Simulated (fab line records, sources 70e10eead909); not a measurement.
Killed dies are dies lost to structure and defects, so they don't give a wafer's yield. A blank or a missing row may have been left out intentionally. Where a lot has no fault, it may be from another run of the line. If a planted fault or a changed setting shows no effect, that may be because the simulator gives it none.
A struck lot beside a sound one | flow nand-harc | 19 steps out of a route of 1302
Sound: wafers L213.3, L213.5, L213.6. Struck: wafers L224.1, L224.6. (L224.2 of the same lot was not struck and is left out.) The cause comes at the end.
For every step that has rows: the tool of each side, followed by ch and its chambers, followed by its first start. Under that, the readings that differ: sound wafers | struck wafers | difference of the means | sigmas: that difference in standard deviations of wafers without a fault.
alike: words and numbers the same on both sides, and readings whose means are apart by under 2 such deviations; not compared: readings that were withheld, readings missing a value for some wafer, numbers with overlapping values and no deviation given by the record, and bounds like >300 which may hide the same value.
A row with sigmas, a row that says differs or no value, or rows on one side alone: a step with any of these is where the two part. When numbers do not overlap yet have no deviation, they are printed without sigmas and do not part them. A reading that every wafer of one side lacks parts them only if that side has two wafers or more.

NHARC_P_GATE_ALD_36: deposits SiNx, target thk 20 nm, pulse time 60 s, ald cycles 223.
  sound on ald-sin-03 ch 0,1,3, day 9 07:33; struck on ald-sin-04 ch 2, day 13 16:11
  alike: heater-power-w, precursor-pulse-height-rel
NHARC_P_GATE_ETCHBACK_37: etches the open film in CHF3/O2, target depth 34.5 nm, time 17.2 s.
  sound on rie-diel-13 ch 1,2,3; struck on rie-diel-01 ch 1
  alike: drypump-motor-current-A, oes-product-au, rf-vpp-V, showerhead-plenum-p-Torr, throttle-valve-pct
  not compared: rf-hours-counter-h
NHARC_P_GATE_STRIP_101: strips in O2, time 20 s.
  sound on rie-diel-13 ch 0,2,3, day 9 14:01; struck on rie-diel-01 ch 3, day 14 00:48
  alike: drypump-motor-current-A, oes-product-au, rf-vpp-V, showerhead-plenum-p-Torr, throttle-valve-pct
  not compared: rf-hours-counter-h
then, 9 steps without rows for these wafers: NHARC_P_GATE_PRECLEAN_97 (cleans in SPM, time 600 s); NHARC_P_GATE_SRD_98; NHARC_P_GATE_PRECLEAN_99 (cleans in SC1); NHARC_P_GATE_SRD_100; NHARC_P_GATE_DEHYDRATE_38 (time 120 s); NHARC_P_GATE_HMDS_39 (time 30 s); NHARC_P_GATE_COAT_40; NHARC_P_GATE_SOFTBAKE_41 (time 95 s); NHARC_P_GATE_EBR_42.
NHARC_P_GATE_EXPOSE_43: exposes mask P NSD, target cd 720 nm.
  sound on krf-scanner-02 ch 0, day 9 14:47; struck on krf-scanner-04 ch 0, day 14 01:34
  alike: mask
then, 2 steps without rows for these wafers: NHARC_P_GATE_PEB_44 (peb time 85 s); NHARC_P_GATE_DEVELOP_45 (time 70 s).
NHARC_P_GATE_CD_MEAS_46 targets a cd of 720 nm.
  sound on cd-sem-01 ch 0, day 9 14:56; struck on cd-sem-03 ch 0, day 14 01:44
  reading    | sound             | struck      | difference | sigmas
  cd-nm (nm) | 717.5 718.7 719.0 | 743.8 744.0 | +25.5      | +12
then, 1 step without rows for these wafers: NHARC_P_GATE_HARDBAKE_47 (time 80 s).
NHARC_P_GATE_DESCUM_48: chemistry O2, time 3 s.
  sound on rie-diel-13 ch 1,2, day 9 15:07; struck on rie-diel-13 ch 2, day 14 01:53
  reading                 | sound         | struck      | difference | sigmas
  model.P_GATE.cd-nm (nm) | 717 718 719.7 | 743.5 743.9 | +25.5      |
  alike: drypump-motor-current-A, oes-product-au, rf-vpp-V, showerhead-plenum-p-Torr, throttle-valve-pct
  not compared: rf-hours-counter-h
next, for these wafers, 1 step has no rows: NHARC_P_GATE_IMPLANT_49.

== WHERE THEY PART ==
Within this record, at NHARC_P_GATE_CD_MEAS_46 only. Later steps at which nothing parts them and some readings are alike: NHARC_P_GATE_DESCUM_48.

WHY: what the simulator had put in
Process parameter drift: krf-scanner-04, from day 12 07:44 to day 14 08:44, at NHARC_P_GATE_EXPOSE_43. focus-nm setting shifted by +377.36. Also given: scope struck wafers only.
